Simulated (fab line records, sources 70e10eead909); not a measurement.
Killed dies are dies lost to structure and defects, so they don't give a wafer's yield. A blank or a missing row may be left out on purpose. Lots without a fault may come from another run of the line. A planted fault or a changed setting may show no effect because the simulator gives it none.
Chamber matching | flow nand_harc | NHARC_A_M0_DESCUM_14 on rie_diel-07: 4 sister chambers
The step chemistry O2, time 3 s. 16 wafers are shown with their chamber, then 8 later ones without.

WAFERS WITH THEIR CHAMBER
wafer  | chamber | showerhead_plenum_p_Torr (Torr) | drypump_motor_current_A (A) | rf_vpp_V (V)
L074.1 | 2       | 1.97                            | 5.5                         | 57.7
L074.5 | 2       | 1.97                            | 5.5                         | 57.3
L074.6 | 1       | 1.81                            | 6.4                         | 57.2
L079.3 | 2       | 1.97                            | 5.5                         | 58.8
L079.5 | 2       | 1.97                            | 5.5                         | 57.7
L079.6 | 1       | 1.81                            | 6.3                         | 57.1
L080.1 | 2       | 1.97                            | 5.5                         | 58.5
L080.4 | 1       | 1.81                            | 6.3                         | 56.5
L080.5 | 3       | 1.98                            | 6.3                         | 59.5
L086.2 | 3       | 1.98                            | 6.4                         | 58.8
L086.4 | 1       | 1.81                            | 6.3                         | 56.3
L086.5 | 1       | 1.81                            | 6.3                         | 57.5
L091.2 | 1       | 1.81                            | 6.3                         | 58.4
L091.3 | 0       | 2.05                            | 4.6                         | 58.1
L091.5 | 2       | 1.96                            | 5.5                         | 58.1
L088.4 | 3       | 1.98                            | 6.4                         | 59.5

SIGNATURES (means of the wafers above)
reading                  | chamber 0 | chamber 1 | chamber 2 | chamber 3 | scatter within a chamber
showerhead_plenum_p_Torr | 2.0500    | 1.8100    | 1.9683    | 1.9800    | 0.00264
drypump_motor_current_A  | 4.600     | 6.317     | 5.500     | 6.367     | 0.0354
rf_vpp_V                 | 58.100    | 57.167    | 58.017    | 59.267    | 0.628
Rule: a wafer's distance from a chamber is the root of the sum, over the readings, of the square of ((its reading less the chamber's mean) divided by the reading's scatter). The wafer belongs to the nearest chamber; if the next one is less than 2 further off, it can't be placed. The scatter: the root of (the sum of the squares of (reading less its chamber's mean) over the shown wafers, divided by (wafers less chambers)).

WAFERS WITHOUT THEIR CHAMBER
wafer  | showerhead_plenum_p_Torr (Torr) | drypump_motor_current_A (A) | rf_vpp_V (V)
L088.5 | 1.98                            | 6.4                         | 57.7
L088.6 | 2.05                            | 4.6                         | 56.9
L092.3 | 1.98                            | 6.4                         | 58.0
L092.5 | 1.98                            | 6.4                         | 58.4
L092.6 | 2.05                            | 4.5                         | 58.9
L095.3 | 1.98                            | 6.4                         | 58.8
L095.5 | 1.98                            | 6.4                         | 57.7
L095.6 | 2.05                            | 4.6                         | 57.3

WHICH CHAMBER EACH WENT THROUGH
wafer  | from the rows above | in truth
L088.5 | 3                   | 3
L088.6 | 0                   | 0
L092.3 | 3                   | 3
L092.5 | 3                   | 3
L092.6 | 0                   | 0
L095.3 | 3                   | 3
L095.5 | 3                   | 3
L095.6 | 0                   | 0
Placed correctly: 8 of 8. Can't be placed from these rows: 0. Placed wrongly: 0.
